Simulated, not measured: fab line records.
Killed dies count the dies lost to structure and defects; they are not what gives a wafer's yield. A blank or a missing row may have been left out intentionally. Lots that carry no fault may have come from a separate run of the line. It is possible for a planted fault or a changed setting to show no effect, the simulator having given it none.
Which tool is to blame? / flow nand_harc / 12 lots, 36 wafers sampled, at 5 steps of a route of 1159

== WHAT THE GAUGES READ, wafer by wafer ==
NHARC_A_CHANNEL_HOLE_D1_CD_MEAS_30. Usual: cd_nm at 90.2 nm, with a standard deviation of 0.92.
lot=L597; measured=day 8 12:04; on=cd_sem-03; cd_nm (nm)=90.3 90.2 90.1; flag=
lot=L600; measured=day 9 03:02; on=cd_sem-01; cd_nm (nm)=89.8 91.0 91.5; flag=
lot=L599; measured=day 9 07:13; on=cd_sem-03; cd_nm (nm)=90.9 90.7 91.0; flag=
lot=L603; measured=day 9 18:04; on=cd_sem-03; cd_nm (nm)=90.6 90.8 90.5; flag=
lot=L609; measured=day 11 22:26; on=cd_sem-02; cd_nm (nm)=89.8 89.5 89.4; flag=
lot=L608; measured=day 12 01:10; on=cd_sem-03; cd_nm (nm)=90.5 88.5 89.4; flag=
lot=L615; measured=day 12 17:43; on=cd_sem-03; cd_nm (nm)=91.6 90.5 91.7; flag=
lot=L617; measured=day 13 09:41; on=cd_sem-02; cd_nm (nm)=90.3 89.1 91.9; flag=
lot=L616; measured=day 13 11:08; on=cd_sem-03; cd_nm (nm)=89.7 89.3 91.5; flag=
lot=L618; measured=day 13 17:41; on=cd_sem-02; cd_nm (nm)=90.3 88.3 88.9; flag=
lot=L620; measured=day 14 08:57; on=cd_sem-02; cd_nm (nm)=87.9 89.3 88.1; flag=
lot=L619; measured=day 14 13:08; on=cd_sem-02; cd_nm (nm)=91.5 91.5 89.6; flag=

NHARC_END_SORT_01. Usual: killed_at_array 27, standard deviation 11; killed_at_other 0.7, standard deviation 0.93; killed_at_periphery 2.9, standard deviation 1.9; killed_dies 30, standard deviation 11; killed_open 3.1, standard deviation 1.7; killed_short 1.9, standard deviation 1.3.
lot=L597; measured=day 19 05:02; on=prober-02; killed_at_array=11 12 16; killed_at_other=1 2 0; killed_at_periphery=2 4 5; killed_dies=14 18 21; killed_open=2 5 5; killed_short=2 3 1; flag=
lot=L600; measured=day 19 06:07; on=prober-01; killed_at_array=21 8 19; killed_at_other=1 0 0; killed_at_periphery=3 2 1; killed_dies=25 10 20; killed_open=5 3 1; killed_short=4 1 0; flag=
lot=L599; measured=day 19 12:53; on=prober-02; killed_at_array=16 19 13; killed_at_other=1 3 2; killed_at_periphery=4 4 1; killed_dies=21 26 16; killed_open=2 5 1; killed_short=1 0 1; flag=
lot=L603; measured=day 20 07:42; on=prober-02; killed_at_array=15 9 17; killed_at_other=2 0 0; killed_at_periphery=2 2 4; killed_dies=19 11 21; killed_open=3 1 4; killed_short=0 3 3; flag=
lot=L609; measured=day 22 02:30; on=prober-02; killed_at_array=676 675 674; killed_at_other=0 0 0; killed_at_periphery=1 2 3; killed_dies=677 677 677; killed_open=4 3 6; killed_short=0 2 2; flag=OFF
lot=L608; measured=day 22 19:01; on=prober-01; killed_at_array=674 674 672; killed_at_other=0 0 0; killed_at_periphery=3 3 5; killed_dies=677 677 677; killed_open=2 2 5; killed_short=1 4 3; flag=OFF
lot=L615; measured=day 24 06:10; on=prober-01; killed_at_array=15 15 12; killed_at_other=0 0 0; killed_at_periphery=1 4 4; killed_dies=16 19 16; killed_open=0 4 6; killed_short=2 1 3; flag=
lot=L617; measured=day 24 17:58; on=prober-02; killed_at_array=14 22 21; killed_at_other=1 1 0; killed_at_periphery=1 3 2; killed_dies=16 26 23; killed_open=3 3 4; killed_short=1 1 2; flag=
lot=L616; measured=day 24 06:13; on=prober-02; killed_at_array=45 61 50; killed_at_other=2 1 0; killed_at_periphery=4 1 5; killed_dies=51 63 55; killed_open=3 3 2; killed_short=1 3 2; flag=
lot=L618; measured=day 24 16:22; on=prober-01; killed_at_array=25 21 34; killed_at_other=1 0 0; killed_at_periphery=6 3 1; killed_dies=32 24 35; killed_open=6 6 4; killed_short=1 1 2; flag=
lot=L620; measured=day 25 00:54; on=prober-02; killed_at_array=28 36 31; killed_at_other=0 0 0; killed_at_periphery=5 7 11; killed_dies=33 43 42; killed_open=4 3 3; killed_short=3 1 2; flag=
lot=L619; measured=day 25 23:37; on=prober-02; killed_at_array=37 44 37; killed_at_other=0 0 0; killed_at_periphery=3 3 6; killed_dies=40 47 43; killed_open=1 4 3; killed_short=3 1 2; flag=

== WHAT TOOL EACH LOT RAN ON (gives the tool, then ch and the chambers of the sampled wafers, and finally the start) ==
lot=L597; NHARC_A_CHANNEL_HOLE_D1_ETCH_44=rie_diel-03 ch 0,2,3, day 8 11:17; NHARC_A_CHANNEL_HOLE_D1_STRIP_27=rie_diel-03 ch 1,2, day 8 12:04 or earlier; NHARC_A_CHANNEL_FILL_D1_ALD_03=ald_sin_batch-03 ch 0, day 19 05:02 or earlier
lot=L600; NHARC_A_CHANNEL_HOLE_D1_ETCH_44=rie_diel-03 ch 1,3, day 9 01:47; NHARC_A_CHANNEL_HOLE_D1_STRIP_27=rie_diel-03 ch 1,2,3, day 9 03:02 or earlier; NHARC_A_CHANNEL_FILL_D1_ALD_03=ald_sin_batch-01 ch 0, day 19 06:07 or earlier
lot=L599; NHARC_A_CHANNEL_HOLE_D1_ETCH_44=rie_diel-03 ch 0,3, day 9 06:25; NHARC_A_CHANNEL_HOLE_D1_STRIP_27=rie_diel-03 ch 0,2,3, day 9 07:13 or earlier; NHARC_A_CHANNEL_FILL_D1_ALD_03=ald_sin_batch-02 ch 0, day 19 12:53 or earlier
lot=L603; NHARC_A_CHANNEL_HOLE_D1_ETCH_44=rie_diel-11 ch 0,2,3, day 9 17:16; NHARC_A_CHANNEL_HOLE_D1_STRIP_27=rie_diel-11 ch 0,1,3, day 9 18:04 or earlier; NHARC_A_CHANNEL_FILL_D1_ALD_03=ald_sin_batch-02 ch 0, day 20 07:42 or earlier
lot=L609; NHARC_A_CHANNEL_HOLE_D1_ETCH_44=rie_diel-03 ch 0,1,3, day 11 21:39; NHARC_A_CHANNEL_HOLE_D1_STRIP_27=rie_diel-03 ch 1,2,3, day 11 21:48; NHARC_A_CHANNEL_FILL_D1_ALD_03=-
lot=L608; NHARC_A_CHANNEL_HOLE_D1_ETCH_44=rie_diel-03 ch 0,1,2, day 12 00:23; NHARC_A_CHANNEL_HOLE_D1_STRIP_27=rie_diel-03 ch 0,1,2, day 12 00:28; NHARC_A_CHANNEL_FILL_D1_ALD_03=-
lot=L615; NHARC_A_CHANNEL_HOLE_D1_ETCH_44=rie_diel-10 ch 1,3, day 12 16:55; NHARC_A_CHANNEL_HOLE_D1_STRIP_27=rie_diel-10 ch 0,1,3, day 12 17:43 or earlier; NHARC_A_CHANNEL_FILL_D1_ALD_03=ald_sin_batch-01 ch 0, day 24 06:10 or earlier
lot=L617; NHARC_A_CHANNEL_HOLE_D1_ETCH_44=rie_diel-11 ch 0,1, day 13 08:53; NHARC_A_CHANNEL_HOLE_D1_STRIP_27=rie_diel-11 ch 0,1,3, day 13 09:41 or earlier; NHARC_A_CHANNEL_FILL_D1_ALD_03=ald_sin_batch-01 ch 0, day 24 17:58 or earlier
lot=L616; NHARC_A_CHANNEL_HOLE_D1_ETCH_44=rie_diel-10 ch 0,1,3, day 13 10:22; NHARC_A_CHANNEL_HOLE_D1_STRIP_27=rie_diel-10 ch 1,2,3, day 13 11:08 or earlier; NHARC_A_CHANNEL_FILL_D1_ALD_03=ald_sin_batch-01 ch 0, day 24 06:13 or earlier
lot=L618; NHARC_A_CHANNEL_HOLE_D1_ETCH_44=rie_diel-03 ch 0,1,2, day 13 16:53; NHARC_A_CHANNEL_HOLE_D1_STRIP_27=rie_diel-03 ch 1,2,3, day 13 17:41 or earlier; NHARC_A_CHANNEL_FILL_D1_ALD_03=ald_sin_batch-03 ch 0, day 24 16:22 or earlier
lot=L620; NHARC_A_CHANNEL_HOLE_D1_ETCH_44=rie_diel-11 ch 1,2,3, day 14 08:10; NHARC_A_CHANNEL_HOLE_D1_STRIP_27=rie_diel-11 ch 0,2,3, day 14 08:57 or earlier; NHARC_A_CHANNEL_FILL_D1_ALD_03=ald_sin_batch-01 ch 0, day 25 00:54 or earlier
lot=L619; NHARC_A_CHANNEL_HOLE_D1_ETCH_44=rie_diel-03 ch 0,1,3, day 14 12:21; NHARC_A_CHANNEL_HOLE_D1_STRIP_27=rie_diel-03 ch 0,3, day 14 13:08 or earlier; NHARC_A_CHANNEL_FILL_D1_ALD_03=ald_sin_batch-01 ch 0, day 25 23:37 or earlier
- NHARC_A_CHANNEL_HOLE_D1_ETCH_44: etches the open film in CF4/O2, target depth 140 nm, overetch 14 nm, time 77 s.
- NHARC_A_CHANNEL_HOLE_D1_STRIP_27: strips in O2.
- NHARC_A_CHANNEL_FILL_D1_ALD_03: deposits SiNx, target thk 6 nm, pulse time 60 s, ald cycles 58.

== AS READ BY THE TOOLS THEMSELVES (means over the sampled wafers that have a number; for cases with no such wafer, the mark the record gives instead) ==
NHARC_A_CHANNEL_HOLE_D1_ETCH_44. Usual: bias_w 99.97 W, standard deviation 0.3; cf4_flow_sccm 79.97 sccm, standard deviation 0.21; drypump_motor_current_A 5.98 A, standard deviation 0.22; o2_flow_sccm 20.00 sccm, standard deviation 0.055; oes_product_au 0.999 a.u., standard deviation 0.0082; rf_vpp_V 198.2 V, standard deviation 1.2; showerhead_plenum_p_Torr 1.35 Torr, standard deviation 0.052; throttle_valve_pct 13.397 %, standard deviation 0.009.
lot=L597; tool=rie_diel-03; bias_w (W)=100.00; cf4_flow_sccm (sccm)=80.08; drypump_motor_current_A (A)=5.94; o2_flow_sccm (sccm)=20.04; oes_product_au (a.u.)=1.007; rf_vpp_V (V)=198.5; showerhead_plenum_p_Torr (Torr)=1.38; throttle_valve_pct (%)=13.402; flag=
lot=L600; tool=rie_diel-03; bias_w (W)=99.79; cf4_flow_sccm (sccm)=79.77; drypump_motor_current_A (A)=6.11; o2_flow_sccm (sccm)=19.97; oes_product_au (a.u.)=1.012; rf_vpp_V (V)=199.1; showerhead_plenum_p_Torr (Torr)=1.38; throttle_valve_pct (%)=13.392; flag=
lot=L599; tool=rie_diel-03; bias_w (W)=99.87; cf4_flow_sccm (sccm)=80.01; drypump_motor_current_A (A)=5.93; o2_flow_sccm (sccm)=20.00; oes_product_au (a.u.)=0.992; rf_vpp_V (V)=199.2; showerhead_plenum_p_Torr (Torr)=1.40; throttle_valve_pct (%)=13.402; flag=
lot=L603; tool=rie_diel-11; bias_w (W)=99.70; cf4_flow_sccm (sccm)=79.90; drypump_motor_current_A (A)=6.03; o2_flow_sccm (sccm)=19.96; oes_product_au (a.u.)=0.999; rf_vpp_V (V)=198.4; showerhead_plenum_p_Torr (Torr)=1.37; throttle_valve_pct (%)=13.387; flag=
lot=L609; tool=rie_diel-03; bias_w (W)=-; cf4_flow_sccm (sccm)=-; drypump_motor_current_A (A)=-; o2_flow_sccm (sccm)=-; oes_product_au (a.u.)=-; rf_vpp_V (V)=-; showerhead_plenum_p_Torr (Torr)=-; throttle_valve_pct (%)=-; flag=OFF
lot=L608; tool=rie_diel-03; bias_w (W)=-; cf4_flow_sccm (sccm)=-; drypump_motor_current_A (A)=-; o2_flow_sccm (sccm)=-; oes_product_au (a.u.)=-; rf_vpp_V (V)=-; showerhead_plenum_p_Torr (Torr)=-; throttle_valve_pct (%)=-; flag=OFF
lot=L615; tool=rie_diel-10; bias_w (W)=99.89; cf4_flow_sccm (sccm)=79.92; drypump_motor_current_A (A)=5.43; o2_flow_sccm (sccm)=19.98; oes_product_au (a.u.)=1.010; rf_vpp_V (V)=198.2; showerhead_plenum_p_Torr (Torr)=1.32; throttle_valve_pct (%)=13.394; flag=
lot=L617; tool=rie_diel-11; bias_w (W)=100.29; cf4_flow_sccm (sccm)=80.03; drypump_motor_current_A (A)=6.15; o2_flow_sccm (sccm)=20.02; oes_product_au (a.u.)=1.006; rf_vpp_V (V)=197.6; showerhead_plenum_p_Torr (Torr)=1.31; throttle_valve_pct (%)=13.389; flag=
lot=L616; tool=rie_diel-10; bias_w (W)=99.79; cf4_flow_sccm (sccm)=79.84; drypump_motor_current_A (A)=5.64; o2_flow_sccm (sccm)=20.00; oes_product_au (a.u.)=1.004; rf_vpp_V (V)=198.5; showerhead_plenum_p_Torr (Torr)=1.33; throttle_valve_pct (%)=13.398; flag=
lot=L618; tool=rie_diel-03; bias_w (W)=100.07; cf4_flow_sccm (sccm)=79.91; drypump_motor_current_A (A)=5.94; o2_flow_sccm (sccm)=20.03; oes_product_au (a.u.)=1.004; rf_vpp_V (V)=197.5; showerhead_plenum_p_Torr (Torr)=1.35; throttle_valve_pct (%)=13.395; flag=
lot=L620; tool=rie_diel-11; bias_w (W)=100.00; cf4_flow_sccm (sccm)=80.08; drypump_motor_current_A (A)=6.07; o2_flow_sccm (sccm)=20.07; oes_product_au (a.u.)=0.997; rf_vpp_V (V)=196.2; showerhead_plenum_p_Torr (Torr)=1.36; throttle_valve_pct (%)=13.404; flag=
lot=L619; tool=rie_diel-03; bias_w (W)=100.24; cf4_flow_sccm (sccm)=80.13; drypump_motor_current_A (A)=5.96; o2_flow_sccm (sccm)=20.01; oes_product_au (a.u.)=0.994; rf_vpp_V (V)=198.9; showerhead_plenum_p_Torr (Torr)=1.37; throttle_valve_pct (%)=13.396; flag=

NHARC_A_CHANNEL_HOLE_D1_STRIP_27. Usual: drypump_motor_current_A 5.98 A, standard deviation 0.23; o2_flow_sccm 499.9 sccm, standard deviation 1.5; oes_product_au 0.998 a.u., standard deviation 0.0078; rf_vpp_V 58.0 V, standard deviation 0.97; showerhead_plenum_p_Torr 3.57 Torr, standard deviation 0.12; throttle_valve_pct 17.037 %, standard deviation 0.0096.
lot=L597; tool=rie_diel-03; drypump_motor_current_A (A)=6.13; o2_flow_sccm (sccm)=500.1; oes_product_au (a.u.)=1.013; rf_vpp_V (V)=58.3; showerhead_plenum_p_Torr (Torr)=3.60; throttle_valve_pct (%)=17.044; flag=
lot=L600; tool=rie_diel-03; drypump_motor_current_A (A)=6.11; o2_flow_sccm (sccm)=500.6; oes_product_au (a.u.)=1.000; rf_vpp_V (V)=59.2; showerhead_plenum_p_Torr (Torr)=3.66; throttle_valve_pct (%)=17.036; flag=
lot=L599; tool=rie_diel-03; drypump_motor_current_A (A)=5.95; o2_flow_sccm (sccm)=499.7; oes_product_au (a.u.)=1.001; rf_vpp_V (V)=58.7; showerhead_plenum_p_Torr (Torr)=3.63; throttle_valve_pct (%)=17.034; flag=
lot=L603; tool=rie_diel-11; drypump_motor_current_A (A)=6.14; o2_flow_sccm (sccm)=500.0; oes_product_au (a.u.)=1.000; rf_vpp_V (V)=58.7; showerhead_plenum_p_Torr (Torr)=3.52; throttle_valve_pct (%)=17.036; flag=
lot=L609; tool=rie_diel-03; drypump_motor_current_A (A)=6.08; o2_flow_sccm (sccm)=499.4; oes_product_au (a.u.)=0.999; rf_vpp_V (V)=57.8; showerhead_plenum_p_Torr (Torr)=3.66; throttle_valve_pct (%)=17.032; flag=
lot=L608; tool=rie_diel-03; drypump_motor_current_A (A)=5.97; o2_flow_sccm (sccm)=499.9; oes_product_au (a.u.)=0.994; rf_vpp_V (V)=58.4; showerhead_plenum_p_Torr (Torr)=3.57; throttle_valve_pct (%)=17.047; flag=
lot=L615; tool=rie_diel-10; drypump_motor_current_A (A)=5.64; o2_flow_sccm (sccm)=498.8; oes_product_au (a.u.)=1.006; rf_vpp_V (V)=58.1; showerhead_plenum_p_Torr (Torr)=3.52; throttle_valve_pct (%)=17.039; flag=
lot=L617; tool=rie_diel-11; drypump_motor_current_A (A)=6.12; o2_flow_sccm (sccm)=499.1; oes_product_au (a.u.)=0.989; rf_vpp_V (V)=57.3; showerhead_plenum_p_Torr (Torr)=3.51; throttle_valve_pct (%)=17.031; flag=
lot=L616; tool=rie_diel-10; drypump_motor_current_A (A)=5.71; o2_flow_sccm (sccm)=500.5; oes_product_au (a.u.)=0.995; rf_vpp_V (V)=57.8; showerhead_plenum_p_Torr (Torr)=3.43; throttle_valve_pct (%)=17.037; flag=
lot=L618; tool=rie_diel-03; drypump_motor_current_A (A)=6.09; o2_flow_sccm (sccm)=501.2; oes_product_au (a.u.)=0.999; rf_vpp_V (V)=58.4; showerhead_plenum_p_Torr (Torr)=3.66; throttle_valve_pct (%)=17.034; flag=
lot=L620; tool=rie_diel-11; drypump_motor_current_A (A)=6.01; o2_flow_sccm (sccm)=500.5; oes_product_au (a.u.)=1.003; rf_vpp_V (V)=57.5; showerhead_plenum_p_Torr (Torr)=3.61; throttle_valve_pct (%)=17.035; flag=
lot=L619; tool=rie_diel-03; drypump_motor_current_A (A)=5.81; o2_flow_sccm (sccm)=497.1; oes_product_au (a.u.)=0.988; rf_vpp_V (V)=58.4; showerhead_plenum_p_Torr (Torr)=3.60; throttle_valve_pct (%)=17.035; flag=

NHARC_A_CHANNEL_FILL_D1_ALD_03. Usual: precursor_pulse_height_rel at 0.996, with a standard deviation of 0.02.
lot=L597 tool=ald_sin_batch-03 precursor_pulse_height_rel=0.997 flag=
lot=L600 tool=ald_sin_batch-01 precursor_pulse_height_rel=0.994 flag=
lot=L599 tool=ald_sin_batch-02 precursor_pulse_height_rel=0.986 flag=
lot=L603 tool=ald_sin_batch-02 precursor_pulse_height_rel=1.018 flag=
lot=L615 tool=ald_sin_batch-01 precursor_pulse_height_rel=1.013 flag=
lot=L617 tool=ald_sin_batch-01 precursor_pulse_height_rel=1.000 flag=
lot=L616 tool=ald_sin_batch-01 precursor_pulse_height_rel=0.999 flag=
lot=L618 tool=ald_sin_batch-03 precursor_pulse_height_rel=0.983 flag=
lot=L620 tool=ald_sin_batch-01 precursor_pulse_height_rel=0.986 flag=
lot=L619 tool=ald_sin_batch-01 precursor_pulse_height_rel=1.012 flag=

== THE ANSWER, worked out from the rows above alone ==
Rule: a lot counts as off when the mean over its wafers that have a number is more than 3 standard deviations away from the usual mean. Also off: a lot with no number at a reading for which 4 or more lots have one. Where the step has rows for the other lots, those lots are counted as sound. First the gauges in route order, then the tools' own readings, where a lot's mean is used as printed above. The first step at which some lot is off is used, and at that step the reading that is off furthest; a lot without a number counts as furthest.
Off: L609, L608 (NHARC_END_SORT_01, killed_at_array).
If a tool, at a process step before that reading, ran all the lots that are off and no sound lot after the first of them, it fits. Not tried: the gauges at NHARC_END_SORT_01; whatever is off there is also off at NHARC_A_CHANNEL_HOLE_D1_ETCH_44, on other tools, and gauge error can't account for it. NHARC_A_CHANNEL_HOLE_D1_STRIP_27: start missing for some lots; hours and lot order therefore follow NHARC_A_CHANNEL_HOLE_D1_CD_MEAS_30. NHARC_A_CHANNEL_FILL_D1_ALD_03: start missing for some lots; hours and lot order therefore follow NHARC_END_SORT_01. Of those tried, none fits.

== WHAT WAS PUT IN BY THE SIMULATOR ==
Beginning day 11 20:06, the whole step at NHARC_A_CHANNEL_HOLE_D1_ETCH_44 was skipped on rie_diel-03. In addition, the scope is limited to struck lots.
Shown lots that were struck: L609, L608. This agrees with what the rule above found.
